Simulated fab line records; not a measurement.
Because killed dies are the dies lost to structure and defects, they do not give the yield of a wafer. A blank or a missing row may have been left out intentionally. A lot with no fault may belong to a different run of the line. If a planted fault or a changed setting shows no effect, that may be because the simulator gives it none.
fab line records	flow n5Finfet
[record] lots = 8	wafers = 24	lastDay = 17
route steps=1938 shown BEOL_M4@1111 BEOL_M7@1264 PASSIVATION@1936
lots that met no fault: from a run of the same line without faults
startH: the number of hours between the record's first day and the start of the first shown wafer of the lot	waitH: hours from the lot's prior step to this one	" repeats the value in the row above	L1.1+2: a single row standing in for several wafers	- no value, or no start given	* or withheld: withheld	< > ~ a bound
route shown NAME@n: a module of which the file shows steps, and the number in the route of the first	usual: the fault-free wafers' mean and standard deviation	same: alike in all rows	chamber/n: place in a boat	sites: per-site readings	_std_site: standard deviation across them	_edge_site: the outer-site mean with the inner-site mean subtracted	radiusMm: how far each site lies from the wafer's centre	mask NAME#n: copy n	behind: the most recent tool/chamber to have shaped the wafer	hold: reason for holding the lot/hours on hold/outcome of the hold	device: the transistor (n, p or np) that didn't switch	end of line: tests run on the same wafers once the route is complete	where a step has no rows: the recipe by itself	killed: dies that structure and defects cost at the first sort, which is not the same as the wafer's yield	map: shows each die of a wafer: x if killed, . if not, _ if none is there
set.NAME: the setting the step ran with; set.NAME@STEP: the setting that earlier step ran with	model.NAME: the simulator's own value behind a step, which no gauge read
steps of the route over a sample of lots; a table a step, a row a wafer
services: from which hour (startH, from the record's first day; less than 0 if before it) a tool's chamber was out of use, for how many hours, and why
[[steps]]
[step N5_BEOL_M4_RC_MEAS_101]
[usual] DIBL_N = 36.3/1.2	DIBL_P = 36.1/1.6	IOFF_N = 0.161/0.023	IOFF_P = 0.209/0.027	ION_N = 676/8.9	ION_P = 462/5.3	SS_N = 71.5/0.51	SS_P = 73.2/0.5	VT_N = 249.1/2.5	VT_P = -249.9/2.8
lot.wafer	tool	chamber	startH	waitH	DIBL_N[mV/V]	DIBL_P[mV/V]	IOFF_N[nA/um]	IOFF_P[nA/um]	ION_N[uA/um]	ION_P[uA/um]	SS_N[mV/dec]	SS_P[mV/dec]	VT_N[mV]	VT_P[mV]
L207.2	prober-01	0	226.46	0.2	36.6	36.6	0.164	0.206	684	463	71.7	72.9	246.6	-249.0
L207.3	"	0	"	"	36.6	37.1	0.165	0.209	687	465	71.4	73.7	249.3	-247.0
L207.6	"	0	"	"	36.2	36.4	0.150	0.196	673	457	70.7	73.0	248.3	-250.7
L212.1	prober-02	0	249.03	0.0	35.0	35.2	0.151	0.197	676	467	71.9	72.5	247.9	-250.9
L212.2	"	0	"	"	35.7	35.9	0.160	0.204	672	462	71.9	73.4	250.1	-250.7
L212.4	"	0	"	"	34.0	33.4	0.135	0.174	665	457	71.0	72.6	251.5	-253.3
L211.1	prober-02	0	255.24	0.0	36.4	35.7	0.165	0.181	666	457	72.0	73.6	247.4	-253.8
L211.4	"	0	"	"	37.0	36.8	0.178	0.193	674	456	71.8	74.2	249.3	-253.1
L211.6	"	0	"	"	35.9	36.1	0.161	0.187	671	455	70.9	73.5	249.5	-253.2
L213.2	prober-01	0	256.72	0.2	36.9	35.3	0.150	0.187	673	460	70.5	72.4	250.0	-250.0
L213.3	"	0	"	"	38.1	37.1	0.188	0.223	676	454	71.6	73.1	248.3	-248.1
L213.5	"	0	"	"	38.1	36.7	0.179	0.210	674	464	71.6	73.3	246.3	-252.6
L214.1	prober-02	0	268.69	0.0	37.3	39.7	0.196	0.241	692	468	71.8	73.2	245.1	-249.5
L214.3	"	0	"	"	37.7	39.0	0.200	0.229	687	466	72.1	74.0	247.1	-250.1
L214.6	"	0	"	"	35.5	36.3	0.151	0.188	678	464	71.4	73.0	249.1	-253.0
L215.3	prober-02	0	275.00	0.3	38.6	37.3	0.201	0.248	679	465	72.6	73.9	247.0	-248.7
L215.5	"	0	"	"	36.7	34.8	0.159	0.206	669	455	71.6	73.2	250.7	-250.7
L215.6	"	0	"	"	37.9	36.1	0.188	0.235	688	474	71.8	73.5	248.7	-246.2
L218.2	prober-02	0	284.75	0.2	34.3	35.7	0.117	0.192	663	461	71.9	72.9	254.1	-252.3
L218.4	"	0	"	"	35.8	36.9	0.135	0.214	666	463	71.0	73.7	254.6	-249.9
L218.6	"	0	"	"	36.0	37.6	0.138	0.222	673	467	71.6	73.1	254.9	-250.0
L220.2	prober-01	0	310.37	0.2	37.1	36.4	0.166	0.217	679	465	71.8	73.3	250.1	-246.2
L220.3	"	0	"	"	36.0	35.6	0.143	0.202	674	463	71.9	73.1	250.6	-248.4
L220.5	"	0	"	"	35.0	34.3	0.132	0.178	662	457	71.6	73.4	251.1	-248.6
[step N5_BEOL_M7_CURE_74]
[recipe] tempC = 385	timeS = 240	ambient = He/Ar	material = SiCOH_lowk
[usual] lampPowerPct = 52.32/0.054	wafer_temp_C_max = 386.9/0.58
lot.wafer	tool	chamber	startH	waitH	lampPowerPct	wafer_temp_C_max
L207.2	uvCure-02	2	246.63	0.1	52.44	386.5
L207.3	"	2	"	"	52.34	387.2
L207.6	"	2	"	"	52.18	387.0
L212.1	uvCure-03	0	269.68	0.0	52.17	386.4
L212.2	"	0	"	"	52.35	386.4
L212.4	"	0	"	"	52.34	386.8
L211.1	uvCure-01	0	276.19	0.0	52.28	386.1
L211.4	"	0	"	"	52.20	386.4
L211.6	"	0	"	"	52.22	386.4
L213.2	uvCure-03	0	276.63	0.1	52.19	387.0
L213.3	"	0	"	"	52.28	386.5
L213.5	"	0	"	"	52.32	386.4
L214.1	uvCure-02	0	289.79	0.0	52.32	387.6
L214.3	"	0	"	"	52.24	387.1
L214.6	"	0	"	"	52.30	388.3
L215.3	uvCure-03	2	295.38	0.2	52.32	386.2
L215.5	"	2	"	"	52.31	387.6
L215.6	"	2	"	"	52.31	387.9
L218.2	uvCure-03	2	307.47	0.1	52.29	387.4
L218.4	"	2	"	"	52.39	387.2
L218.6	"	2	"	"	52.28	387.6
L220.2	uvCure-03	1	330.26	0.1	52.39	388.4
L220.3	"	1	"	"	52.24	386.6
L220.5	"	1	"	"	52.30	386.4
[step N5_BEOL_M7_THK_MEAS_01]
[recipe] reads = SiCOH_lowk_of_BEOL_M7_ILD_DEP_00
[usual] M7_ILD_THK = 155.1/1.9
lot.wafer	tool	chamber	startH	waitH	M7_ILD_THK[nm]
L207.2	filmMetro-02	-	247.06	0.4	154.6
L207.3	"	-	"	"	152.1
L207.6	"	-	"	"	156.3
L212.1	filmMetro-01	-	270.19	0.4	151.6
L212.2	"	-	"	"	153.6
L212.4	"	-	"	"	155.4
L211.1	filmMetro-02	-	276.70	0.4	154.2
L211.4	"	-	"	"	154.4
L211.6	"	-	"	"	155.2
L213.2	filmMetro-02	-	277.06	0.4	153.5
L213.3	"	-	"	"	152.0
L213.5	"	-	"	"	154.0
L214.1	filmMetro-01	-	290.79	0.8	153.8
L214.3	"	-	"	"	152.7
L214.6	"	-	"	"	157.1
L215.3	filmMetro-01	-	295.73	0.3	153.0
L215.5	"	-	"	"	156.6
L215.6	"	-	"	"	157.1
L218.2	filmMetro-01	-	307.90	0.4	154.1
L218.4	"	-	"	"	156.1
L218.6	"	-	"	"	156.8
L220.2	filmMetro-01	-	330.70	0.4	149.5
L220.3	"	-	"	"	151.4
L220.5	"	-	"	"	153.3
[step N5_BEOL_M7_ETCH_61]
[recipe] chemistry = CF4	target = SiARC	targetDepthA = 455	maskMaterial = CAR-ArF	timeS = 75.8	ionEnergyEv = 80	pressureMtorr = 40	sourceW = 545	biasW = 36	Ar_flow_sccm = 100	cf4FlowSccm = 100	ends = cleared
[usual] drypumpMotorCurrentA = 5.9/0.42	etchRfOnTimeS = 75.5/1.3	oesProductAu = 0.70/0.072	rfVppV = 184.3/1.3	showerheadPlenumPTorr = 2.16/0.08	throttleValvePct = 15.57/0.23
lot.wafer	tool	chamber	startH	waitH	drypumpMotorCurrentA	etchRfOnTimeS	oesProductAu	rfHoursCounterH	rfVppV	showerheadPlenumPTorr	throttleValvePct
L207.2	rieDiel-02	2	248.38	0.0	6.2	76.4	0.62	209	183.3	2.04	16.02
L207.3	"	1	"	"	6.2	76.3	0.62	175	186.1	2.22	15.41
L207.6	"	1	"	"	6.2	75.9	0.61	-	185.6	2.22	15.41
L212.1	rieDiel-03	3	272.85	0.0	5.4	74.7	0.77	22	182.7	2.11	15.59
L212.2	"	1	"	"	6.0	77.0	0.61	195	185.1	2.21	15.89
L212.4	"	0	"	"	6.6	75.0	0.73	51	183.3	2.10	15.53
L211.1	rieDiel-02	1	278.32	0.0	6.2	76.8	0.61	185	184.9	2.22	15.43
L211.4	"	3	"	"	5.6	73.6	0.76	42	184.7	2.27	15.46
L211.6	"	2	"	"	6.2	76.8	0.61	-	183.1	2.04	16.01
L213.2	rieDiel-03	3	278.36	0.0	5.3	74.0	0.77	24	184.3	2.10	15.59
L213.3	"	1	"	"	5.9	76.6	0.61	196	185.6	2.21	15.89
L213.5	"	1	"	"	5.9	76.8	0.61	-	185.4	2.21	15.89
L214.1	rieDiel-03	0	291.85	0.0	6.6	75.4	0.71	57	184.5	2.09	15.55
L214.3	"	3	"	"	5.4	74.7	0.76	27	182.6	2.10	15.59
L214.6	"	1	"	"	6.0	76.5	0.61	-	186.8	2.21	15.89
L215.3	rieDiel-03	0	297.39	0.0	6.6	75.3	0.71	59	183.4	2.09	15.56
L215.5	"	0	"	"	6.6	75.0	0.72	-	183.6	2.09	15.54
L215.6	"	3	"	"	5.3	74.2	0.75	-	183.6	2.10	15.61
L218.2	rieDiel-03	0	309.64	0.0	6.7	74.9	0.71	63	183.1	2.09	15.56
L218.4	"	1	"	"	6.0	77.1	0.61	206	186.0	2.21	15.91
L218.6	"	0	"	"	6.6	74.4	0.71	-	184.0	2.09	15.56
L220.2	rieDiel-06	3	333.67	0.0	5.8	76.3	0.66	130	185.2	2.24	15.41
L220.3	"	1	"	"	6.1	75.0	0.73	64	184.4	2.18	15.37
L220.5	"	1	"	"	6.1	74.7	0.73	-	185.0	2.18	15.38
[step N5_BEOL_M7_STRIP_19]
[recipe] chemistry = O2	powerW = 400	tempC = 40	pressureMtorr = 30	rfFrequencyHz = 6e+07	biasPowerW = 0	overashFraction = 0.2	o2FlowSccm = 225
[usual] biasPowerW = 0/0	chamberPressureMTorr = 30.00/0.032	drypumpMotorCurrentA = 5.9/0.36	oesProductAu = 0.80/0.081	rfVppV = 3.7/0.59	showerheadPlenumPTorr = 2.13/0.088	throttleValvePct = 16.60/0.23
lot.wafer	tool	chamber	startH	waitH	biasPowerW	chamberPressureMTorr	drypumpMotorCurrentA	oesProductAu	rfHoursCounterH	rfVppV	showerheadPlenumPTorr	throttleValvePct
L207.2	rieDiel-02	1	248.73	0.1	0	29.98	6.3	0.73	176	3.5	2.18	16.45
L207.3	"	2	"	"	0	29.99	6.2	0.73	210	3.9	1.99	17.03
L207.6	"	1	"	"	0	30.02	6.3	0.73	-	4.2	2.18	16.45
L212.1	rieDiel-02	2	273.30	0.2	0	29.98	6.2	0.72	217	4.1	1.98	17.06
L212.2	"	0	"	"	0	29.93	6.1	0.79	101	3.2	2.20	16.37
L212.4	"	1	"	"	0	30.01	6.2	0.72	183	3.7	2.17	16.43
L211.1	rieDiel-02	0	278.67	0.1	0	30.04	6.0	0.79	102	3.3	2.20	16.39
L211.4	"	3	"	"	0	29.97	5.6	0.88	42	4.8	2.23	16.55
L211.6	"	1	"	"	0	30.04	6.2	0.72	-	4.1	2.17	16.45
L213.2	rieDiel-03	2	278.71	0.1	-	-	-	-	-	-	-	-
L213.3	"	0	"	"	-	-	-	-	-	-	-	-
L213.5	"	1	"	"	-	-	-	-	-	-	-	-
L214.1	rieDiel-02	2	292.21	0.1	-	-	-	-	-	-	-	-
L214.3	"	3	"	"	-	-	-	-	-	-	-	-
L214.6	"	3	"	"	-	-	-	-	-	-	-	-
L215.3	rieDiel-03	2	297.74	0.1	0	30.00	5.3	0.72	181	3.5	2.00	16.85
L215.5	"	3	"	"	0	29.94	5.3	0.89	-	3.1	2.05	16.63
L215.6	"	0	"	"	0	30.05	6.6	0.84	-	2.8	2.04	16.60
L218.2	rieDiel-02	1	310.15	0.2	0	29.97	6.2	0.71	194	3.0	2.17	16.44
L218.4	"	0	"	"	0	30.01	6.0	0.79	111	4.5	2.20	16.42
L218.6	"	1	"	"	0	29.99	6.2	0.71	-	3.6	2.17	16.45
L220.2	rieDiel-06	0	334.16	0.2	0	30.03	5.9	0.92	27	2.8	2.05	16.47
L220.3	"	1	"	"	0	29.97	6.2	0.84	64	4.2	2.13	16.40
L220.5	"	0	"	"	0	29.92	5.9	0.92	-	3.0	2.05	16.47
[step N5_BEOL_M7_ETCH_66]
[recipe] chemistry = N2/H2	target = SOC	targetDepthA = 800	overetchA = 160	maskMaterial = SiARC	tempC = 40	timeS = 120	ionEnergyEv = 200	pressureMtorr = 30	sourceW = 840	biasW = 150	n2FlowSccm = 200	h2FlowSccm = 200
[usual] drypumpMotorCurrentA = 5.9/0.42	oesProductAu = 0.62/0.059	rfVppV = 524.4/2.6	showerheadPlenumPTorr = 2.56/0.092	throttleValvePct = 17.80/0.26
lot.wafer	tool	chamber	startH	waitH	drypumpMotorCurrentA	oesProductAu	rfHoursCounterH	rfVppV	showerheadPlenumPTorr	throttleValvePct
L207.2	rieDiel-03	3	253.07	0.0	5.4	0.69	16	521.9	2.49	17.74
L207.3	"	0	"	"	6.7	0.65	45	521.4	2.48	17.76
L207.6	"	1	"	"	5.9	0.56	-	526.2	2.64	18.22
L212.1	rieDiel-02	2	274.69	0.0	6.2	0.55	218	520.5	2.41	18.26
L212.2	"	1	"	"	6.3	0.55	184	525.4	2.64	17.53
L212.4	"	0	"	"	6.0	0.61	102	529.1	2.67	17.53
L213.2	rieDiel-06	2	279.66	0.0	5.3	0.84	70	525.0	2.57	17.79
L213.3	"	0	"	"	6.0	0.97	8	523.2	2.49	17.65
L213.5	"	0	"	"	6.0	0.96	-	523.1	2.49	17.65
L211.1	rieDiel-02	0	279.88	0.0	6.1	0.61	103	528.5	2.67	17.51
L211.4	"	2	"	"	6.2	0.55	219	519.7	2.41	18.24
L211.6	"	3	"	"	5.6	0.67	-	528.0	2.70	17.65
L214.1	rieDiel-06	2	292.95	0.0	5.2	0.84	75	526.4	2.56	17.79
L214.3	"	0	"	"	6.0	0.94	13	522.2	2.49	17.64
L214.6	"	1	"	"	6.1	0.87	-	525.4	2.57	17.52
L215.3	rieDiel-06	1	300.00	0.0	6.2	0.66	51	525.1	2.57	17.46
L215.5	"	3	"	"	5.9	0.61	-	527.2	2.67	17.69
L215.6	"	2	"	"	5.3	0.64	-	523.9	2.56	17.80
L218.2	rieDiel-03	2	311.64	0.0	5.3	0.56	185	521.3	2.44	18.13
L218.4	"	0	"	"	6.6	0.63	63	522.8	2.48	17.79
L218.6	"	2	"	"	5.3	0.56	-	520.1	2.44	18.12
L220.2	rieDiel-06	1	336.12	0.0	6.2	0.64	65	524.6	2.57	17.49
L220.3	"	0	"	"	5.9	0.69	29	521.4	2.48	17.64
L220.5	"	3	"	"	5.8	0.59	-	527.1	2.66	17.72
[step N5_BEOL_M7_VIA_ETCH_34]
[recipe] chemistry = C4F6/O2	target = SiCOH_lowk	targetDepthA = 1255	maskMaterial = SOC	taperDeg = 4	timeS = 50.5	ionEnergyEv = 250	pressureMtorr = 30	sourceW = 345	biasW = 185	Ar_flow_sccm = 300	C4F6_flow_sccm = 10	O2_flow_sccm = 10
[usual] drypumpMotorCurrentA = 5.9/0.42	oesProductAu = 0.81/0.084	rfVppV = 667/8.2	showerheadPlenumPTorr = 2.87/0.099	throttleValvePct = 20.86/0.22
lot.wafer	tool	chamber	startH	waitH	drypumpMotorCurrentA	oesProductAu	rfHoursCounterH	rfVppV	showerheadPlenumPTorr	throttleValvePct
L207.2	rieDiel-03	3	253.17	0.0	5.4	0.91	16	678	2.80	20.97
L207.3	"	0	"	"	6.6	0.84	45	676	2.78	20.85
L207.6	"	1	"	"	6.0	0.72	-	665	2.95	21.16
L212.1	rieDiel-02	2	274.79	0.0	6.2	0.72	218	663	2.71	21.30
L212.2	"	1	"	"	6.2	0.71	184	675	2.94	20.60
L212.4	"	0	"	"	6.1	0.80	102	670	2.98	20.59
L213.2	rieDiel-06	2	279.76	0.0	5.2	0.32	70	678	2.89	20.73
L213.3	"	0	"	"	6.0	0.36	8	656	2.80	20.56
L213.5	"	0	"	"	6.0	0.36	-	655	2.80	20.57
L211.1	rieDiel-02	0	279.98	0.0	6.1	0.80	103	671	2.98	20.61
L211.4	"	2	"	"	6.2	0.73	219	662	2.71	21.31
L211.6	"	3	"	"	5.6	0.89	-	670	3.02	20.83
L214.1	rieDiel-06	2	293.05	0.0	5.2	0.32	75	678	2.88	20.75
L214.3	"	0	"	"	6.0	0.35	13	656	2.80	20.57
L214.6	"	1	"	"	6.2	0.33	-	658	2.90	20.52
L215.3	rieDiel-06	1	300.10	0.0	6.2	0.86	51	659	2.90	20.67
L215.5	"	3	"	"	5.8	0.79	-	657	2.97	20.62
L215.6	"	2	"	"	5.2	0.83	-	677	2.88	20.90
L218.2	rieDiel-03	2	311.74	0.0	5.3	0.72	185	663	2.72	21.01
L218.4	"	0	"	"	6.6	0.83	63	677	2.78	20.87
L218.6	"	2	"	"	5.3	0.72	-	664	2.72	21.01
L220.2	rieDiel-06	1	336.22	0.0	6.1	0.84	65	660	2.89	20.68
L220.3	"	0	"	"	6.0	0.90	29	655	2.79	20.76
L220.5	"	3	"	"	5.9	0.78	-	657	2.97	20.67
[step N5_PASSIVATION_PROBE_49]
[usual] defectLimitedYield = 91.3/1.5	killed_at_M0_to_M3 = 35/10	killed_at_M4_up = 13/5.3	killedAtContacts = 12/5.7	killedAtFrontEnd = 39/11	killedAtOther = 3.3/2.7	killedDies = 102/18	killedOnRim = 13/4	killedOpen = 67/13	killedShort = 34/7.8	sort_bin_5_function = 5.1/1	sort_bin_6_memory = 3.3/0.68	sortNPass = 1078/18	sortYieldPct = 91.3/1.5
[same] grossDies = 1180	killedAtBackSide = 0	sort_bin_4_leakage[%] = 0	sort_bin_8_speed[%] = 0
lot.wafer	tool	chamber	startH	waitH	defectLimitedYield[%]	killed_at_M0_to_M3	killed_at_M4_up	killedAtContacts	killedAtFrontEnd	killedAtOther	killedDies	killedOnRim	killedOpen	killedShort	sort_bin_5_function[%]	sort_bin_6_memory[%]	sortNPass	sortYieldPct[%]
L212.1	prober-02	-	356.71	0.0	91.0	55	6	11	34	0	106	12	68	38	5.0	3.6	1074	91.0
L212.2	prober-02	-	356.76	0.1	91.5	38	4	15	41	2	100	10	67	33	4.6	3.4	1080	91.5
L212.4	prober-02	-	356.86	0.2	91.5	38	6	10	45	1	100	12	64	36	4.9	3.2	1080	91.5
L213.2	prober-02	-	358.53	0.1	0	51	1089	8	32	0	1180	152	61	41	96.1	3.6	0	0
L213.3	prober-02	-	358.58	0.1	0	55	1091	5	29	0	1180	152	67	26	95.9	3.8	0	0
L213.5	prober-02	-	358.68	0.2	0	31	1106	10	27	6	1180	152	51	31	96.8	3.1	0	0
L211.1	prober-02	-	358.78	0.3	92.7	36	14	7	26	3	86	6	52	34	5.5	1.7	1094	92.7
L214.1	prober-02	-	370.04	0.0	0	44	1066	14	51	5	1180	152	66	54	94.7	4.7	0	0
L214.3	prober-02	-	370.14	0.1	0	31	1092	23	32	2	1180	152	72	26	95.8	4.1	0	0
L214.6	prober-02	-	370.29	0.3	0	22	1113	14	27	4	1180	152	58	27	97.5	2.5	0	0
L215.3	prober-01	-	372.94	0.1	93.0	24	12	19	26	2	83	11	55	27	3.9	3.0	1097	93.0
L215.5	prober-01	-	373.04	0.2	91.4	29	17	18	37	1	102	14	64	37	4.9	3.6	1078	91.4
L215.6	prober-01	-	373.09	0.3	91.5	40	12	5	35	8	100	12	47	52	5.5	2.6	1080	91.5
// killed by level:class
L212.1 BEOL_M1:geometricParticle:open=16 BEOL_M0_SAQP:geometricParticle:short=13 BEOL_M0_SAQP:geometricParticle:open=13 FIN_SAQP:geometricParticle:short=12 MOL_CONTACT_COAG:geometricParticle:open=11 BEOL_M2:geometricParticle:open=7 FIN_SAQP:geometricParticle:open=4 STI_FIN_REVEAL:geometricParticle:open=3
L212.2 MOL_CONTACT_COAG:geometricParticle:open=14 BEOL_M0_SAQP:geometricParticle:short=11 STI_FIN_REVEAL:geometricParticle:open=8 BEOL_M0_SAQP:geometricParticle:open=8 FIN_SAQP:geometricParticle:short=6 BEOL_M1:geometricParticle:open=6 FIN_SAQP:geometricParticle:open=5 DUMMY_GATE:geometricParticle:open=5
L212.4 FIN_SAQP:geometricParticle:short=13 BEOL_M0_SAQP:geometricParticle:short=9 BEOL_M1:geometricParticle:open=8 MOL_CONTACT_COAG:geometricParticle:open=7 BEOL_M2:geometricParticle:open=7 STI_FIN_REVEAL:geometricParticle:open=6 BEOL_M0_SAQP:geometricParticle:open=6 FIN_SAQP:geometricParticle:open=5
L213.2 BEOL_M7:areaEtch=1058 BEOL_M7:plasmaStripResidue=17 BEOL_M2:geometricParticle:open=11 BEOL_M3:geometricParticle:open=9 FIN_SAQP:geometricParticle:short=8 BEOL_M0_SAQP:geometricParticle:short=8 FIN_SAQP:geometricParticle:open=7 BEOL_M3:geometricParticle:short=7
L213.3 BEOL_M7:areaEtch=1071 BEOL_M0_SAQP:geometricParticle:open=16 BEOL_M7:plasmaStripResidue=14 BEOL_M3:geometricParticle:open=10 BEOL_M2:geometricParticle:open=8 FIN_SAQP:geometricParticle:short=7 BEOL_M1:geometricParticle:open=7 BEOL_M0_SAQP:geometricParticle:short=7
L213.5 BEOL_M7:areaEtch=1082 BEOL_M7:plasmaStripResidue=14 MOL_CONTACT_COAG:geometricParticle:open=7 BEOL_M0_SAQP:geometricParticle:open=7 BEOL_M3:geometricParticle:open=6 BEOL_M4:geometricParticle:open=6 STARTING-WAFER:geometricParticle:short=6 BEOL_M0_SAQP:geometricParticle:short=5
L211.1 FIN_SAQP:geometricParticle:short=9 BEOL_M0:geometricParticle:open=9 BEOL_M0_SAQP:geometricParticle:open=6 MOL_CONTACT_COAG:geometricParticle:open=5 BEOL_M0_SAQP:geometricParticle:short=5 BEOL_M4:geometricParticle:open=5 BEOL_M1:geometricParticle:short=4 GATE_CUT:geometricParticle:open=3
L214.1 BEOL_M7:areaEtch=1046 FIN_SAQP:geometricParticle:open=16 BEOL_M0_SAQP:geometricParticle:short=16 BEOL_M7:plasmaStripResidue=13 STI_FIN_REVEAL:geometricParticle:open=11 FIN_SAQP:geometricParticle:short=10 MOL_CONTACT_COAG:geometricParticle:open=10 BEOL_M0_SAQP:geometricParticle:open=10
L214.3 BEOL_M7:areaEtch=1073 MOL_CONTACT_COAG:geometricParticle:open=21 FIN_SAQP:geometricParticle:open=14 BEOL_M0_SAQP:geometricParticle:open=9 BEOL_M7:plasmaStripResidue=9 BEOL_M0_SAQP:geometricParticle:short=6 BEOL_M4:geometricParticle:open=6 FIN_SAQP:geometricParticle:short=4
L214.6 BEOL_M7:areaEtch=1087 BEOL_M4:geometricParticle:open=11 STI_FIN_REVEAL:geometricParticle:open=10 MOL_CONTACT_COAG:geometricParticle:open=10 BEOL_M7:plasmaStripResidue=8 FIN_SAQP:geometricParticle:short=5 BEOL_M0_SAQP:geometricParticle:short=5 BEOL_M1:geometricParticle:open=5
L215.3 MOL_CONTACT_COAG:geometricParticle:open=13 BEOL_M3:geometricParticle:open=12 BEOL_M0_SAQP:geometricParticle:open=7 STI_FIN_REVEAL:geometricParticle:open=6 GATE_CUT:geometricParticle:short=5 MOL_CONTACT_COAG:geometricParticle:short=5 BEOL_M4:geometricParticle:open=5 FIN_SAQP:geometricParticle:short=3
L215.5 MOL_CONTACT_COAG:geometricParticle:open=11 STI_FIN_REVEAL:geometricParticle:open=9 BEOL_M4:geometricParticle:open=9 MOL_CONTACT_COAG:geometricParticle:short=7 FIN_SAQP:geometricParticle:short=6 FIN_SAQP:geometricParticle:open=5 BEOL_M0_SAQP:geometricParticle:open=5 BEOL_M0_SAQP:geometricParticle:short=5
L215.6 BEOL_M0_SAQP:geometricParticle:short=16 BEOL_M0_SAQP:geometricParticle:open=14 FIN_SAQP:geometricParticle:short=10 FIN_SAQP:geometricParticle:open=6 BEOL_M4:geometricParticle:open=5 STI_FIN_REVEAL:geometricParticle:open=4 GATE_CUT:geometricParticle:short=4 MOL_CONTACT_COAG:geometricParticle:open=4
[[services]]
tool	chamber	startH	hours	kind
rieDiel-02	2	223.76	6.1	repair
uvCure-03	-	227.81	2.1	pm
rieDiel-06	0	229.98	-	clean
rieDiel-06	0	229.98	-	consumableReplace:focusRing
rieDiel-06	0	229.98	14.3	scheduledDown
rieDiel-06	0	229.98	14.3	ventCycle
rieDiel-02	2	237.18	4.4	repair
rieDiel-06	2	241.17	1.2	repair
uvCure-03	-	251.03	7.5	pm
rieDiel-06	3	259.63	4.8	repair
uvCure-02	-	266.72	0.4	repair
uvCure-01	-	272.53	0.3	repair
rieDiel-06	-	298.79	0.8	repair
rieDiel-03	-	323.93	14.6	pm
rieDiel-06	2	325.16	13.6	repair
[[key]]
[firstSign] step = N5_BEOL_M7_STRIP_19	reading = toolRecord	direction = missing
[effect] step = N5_BEOL_M7_ETCH_66	reading = oesProductAu	direction = up	sigmas = 4.7	usual = 0.62	struck = 0.90
[effect] step = N5_BEOL_M7_VIA_ETCH_34	reading = oesProductAu	direction = down	sigmas = 5.7	usual = 0.81	struck = 0.34
[effect] step = N5_PASSIVATION_PROBE_49	reading = killed_at_M4_up	direction = up	sigmas = 99+	usual = 13	struck = 1093
[moreKillsBornAt] N5_BEOL_M7_ETCH_66@rieDiel-06 = 6417
metAt N5_BEOL_M7_STRIP_19
struckLots L213,L214
laterRowsLeftOut L213.2,L213.3,L213.5,L214.1,L214.3,L214.6
notActingAt N5_BEOL_M7_CURE_74,N5_BEOL_M7_THK_MEAS_01,N5_BEOL_M7_ETCH_61
onsetBetween 278.67 278.71
[fault] kind = skippedStepWhole	tool = rieDiel-02,rieDiel-03	chamber = -	onsetH = 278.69	steps = N5_BEOL_M7_STRIP_19	scope = struckLotsOnly
// laterRowsLeftOut: the simulator's readings of these wafers behind a module that went badly wrong aren't trusted and aren't shown, but for the sort
